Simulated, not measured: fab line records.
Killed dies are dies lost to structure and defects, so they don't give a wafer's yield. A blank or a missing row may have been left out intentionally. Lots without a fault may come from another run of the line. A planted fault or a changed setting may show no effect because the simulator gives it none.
Comparing a struck lot with a sound one ; flow n5_finfet ; 16 out of 1938 route steps
Sound: these wafers, L953.1, L953.2, L953.6. Struck: wafers L951.3, L951.4. (L951.6 of the same lot was not struck and is left out.) The cause comes at the end.
Order at every step that has rows: each side's tool, ch and its chambers, its first start. Under that, the readings that differ: sound wafers ; struck wafers ; difference of the means ; sigmas: that difference in standard deviations of wafers without a fault.
alike: a reading whose means differ by less than 2 such deviations, as well as words and numbers matching on both sides. not compared: withheld readings; readings where some wafer has no value; bounds like >300 that might hide an equal value; numbers whose values overlap and for which the record gives no deviation.
A row with sigmas, a row that says differs or no value, or rows on one side alone: a step with any of these is where the two part. When numbers do not overlap yet have no deviation, they are printed without sigmas and do not part them. A reading that every wafer of one side lacks parts them only if that side has two wafers or more.

N5_BEOL_M3_ETCH_41: etches SiCN in CH3F/O2, target depth 29.9 nm, time 52.5 s.
  sound: rie_diel-03 ch 1,2,3; struck: rie_diel-05 ch 0,1
  alike: CH3F_flow_sccm, drypump_motor_current_A, oes_product_au, rf_vpp_V, showerhead_plenum_p_Torr, throttle_valve_pct
  not compared: rf_hours_counter_h
then, 1 step without rows for these wafers: N5_BEOL_M3_STRIP_97 (strips in N2/H2, time 10 s).
N5_BEOL_M3_OCD_MEAS_38:
  sound: ocd-02 at day 13 07:26; struck: ocd-02 at day 13 10:35
  alike: trench_depth_nm
then, 4 steps without rows for these wafers: N5_BEOL_M3_HM_STRIP_39 (strips TiN in peroxide tin strip, target depth 25 nm, time 158 s); N5_BEOL_M3_SRD_40 (time 30 s); N5_BEOL_M3_PRECLEAN_42 (cleans in residue remover, time 60 s); N5_BEOL_M3_SRD_43 (time 30 s).
N5_BEOL_M3_CD_MEAS_35: target cd 18 nm, target cd y 21 nm.
  sound: cd_sem-01 at day 13 07:35; struck: cd_sem-03 at day 13 10:44
  alike: cd_nm
N5_BEOL_M3_DEGAS_44: time 60 s.
  sound: pvd_sputter-02 at day 13 07:45; struck: pvd_sputter-03 at day 13 11:02
  alike: heater_power_w
N5_BEOL_M3_PRE_CLEAN_45: time 30 s.
  sound: pvd_sputter-02 at day 13 07:47; struck: pvd_sputter-03 at day 13 11:05
  alike: heater_power_w
N5_BEOL_M3_ALD_84: deposits TaN, pulse time 2 s, purge time 3 s, co reactant purge time 2 s.
  sound on ald_metal-01 ch 0,1, day 13 07:51; struck on ald_metal-04 ch 1, day 13 11:08
  alike: heater_power_w, precursor_vessel_carrier_sccm
N5_BEOL_M3_SURFACE_TREAT_85:
  sound: pvd_sputter-02 at day 13 08:09; struck: pvd_sputter-03 at day 13 11:23
  not compared: throttle_valve_pct
N5_BEOL_M3_CVD_47: deposits Co from CCTBA/H2, target thk 3 nm, time 223.8 s.
  sound on cvd_co-02 ch 0,2, day 13 08:13; struck on cvd_co-01 ch 0,1, day 13 11:26
reading;sound;struck;difference;sigmas
run_length_s (s);245.8 246.8 246.2;149.4 148.8;-97.2;-99 or more
then, 1 step without rows for these wafers: N5_BEOL_M3_SPUTTER_48 (material Cu, target thk 4.5 nm, time 8.29 s).
N5_BEOL_M4_RC_MEAS_101:
  sound on prober-02 ch 0, day 13 20:56; struck on prober-01 ch 0, day 14 00:52
  alike: DIBL_N, DIBL_P, IOFF_N, IOFF_P, ION_N, ION_P, SS_N, SS_P, VT_N, VT_P
N5_PASSIVATION_PROBE_49:
  sound wafers here have rows in the record (prober-02, day 19 03:44); struck ones have none

WHERE THEY PART
At N5_BEOL_M3_CVD_47 first; at N5_PASSIVATION_PROBE_49 last (within this record only).

WHY: what had been put in by the simulator
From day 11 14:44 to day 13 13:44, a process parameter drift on cvd_co-01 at N5_BEOL_M3_CVD_47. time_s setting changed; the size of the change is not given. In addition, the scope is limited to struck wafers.
